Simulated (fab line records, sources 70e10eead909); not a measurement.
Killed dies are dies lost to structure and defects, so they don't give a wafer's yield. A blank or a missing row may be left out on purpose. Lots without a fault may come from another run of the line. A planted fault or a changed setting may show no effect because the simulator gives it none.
Which tool did it? | flow nand_harc | 6 lots, 18 wafers sampled, at 2 steps of a route of 1302

WHAT THE GAUGES READ, wafer by wafer
NHARC_P_GATE_OVL_MEAS_27.
lot  | measured     | on         | overlay_x_nm (nm)
L390 | day 5 15:26  | overlay-01 | -1.0 -0.4 -0.4
L392 | day 6 10:20  | overlay-01 | 0.9 1.4 0.8
L396 | day 8 01:31  | overlay-01 | 0.8 -0.2 0.5
L400 | day 9 17:31  | overlay-01 | 0.1 0.8 0.5
L407 | day 12 22:04 | overlay-01 | 0.0 0.0 -0.5
L409 | day 13 03:32 | overlay-02 | 0.4 0.6 0.6

WHICH TOOL RAN EACH LOT (tool, then ch and the chambers of the sampled wafers, then the start)
lot  | NHARC_P_STI_ETCH_31
L390 | rie_diel-10 ch 1,3, day 5 15:26 or earlier
L392 | rie_diel-11 ch 1,2,3, day 6 10:20 or earlier
L396 | rie_diel-11 ch 2,3, day 8 01:31 or earlier
L400 | rie_diel-09 ch 1,3, day 9 17:31 or earlier
L407 | rie_diel-10 ch 0,1,3, day 12 22:04 or earlier
L409 | rie_diel-10 ch 0,3, day 13 03:32 or earlier
- NHARC_P_STI_ETCH_31: etches the open film in CF4/CHF3, target depth 108.9 nm, time 54.5 s.

THE ANSWER, worked out from the rows above alone
Rule: what is usual is taken from the lots themselves. Put in order of their means at a reading, lots are off if they are a third of the lots or fewer, leave a main group of 4 or more, and stand apart from it by a gap of 3 or more times the standard deviation of the main group's means; of several such gaps the widest counts. A main group whose means are all the same, to the digits that the tables above print for the reading, isn't used. A lot without any number at a reading at which 4 lots or more have one is off too. The other lots that the step has rows for count as sound.
No lot is off at any reading shown: from this, nothing can be told.

WHAT THE SIMULATOR HAD PUT IN
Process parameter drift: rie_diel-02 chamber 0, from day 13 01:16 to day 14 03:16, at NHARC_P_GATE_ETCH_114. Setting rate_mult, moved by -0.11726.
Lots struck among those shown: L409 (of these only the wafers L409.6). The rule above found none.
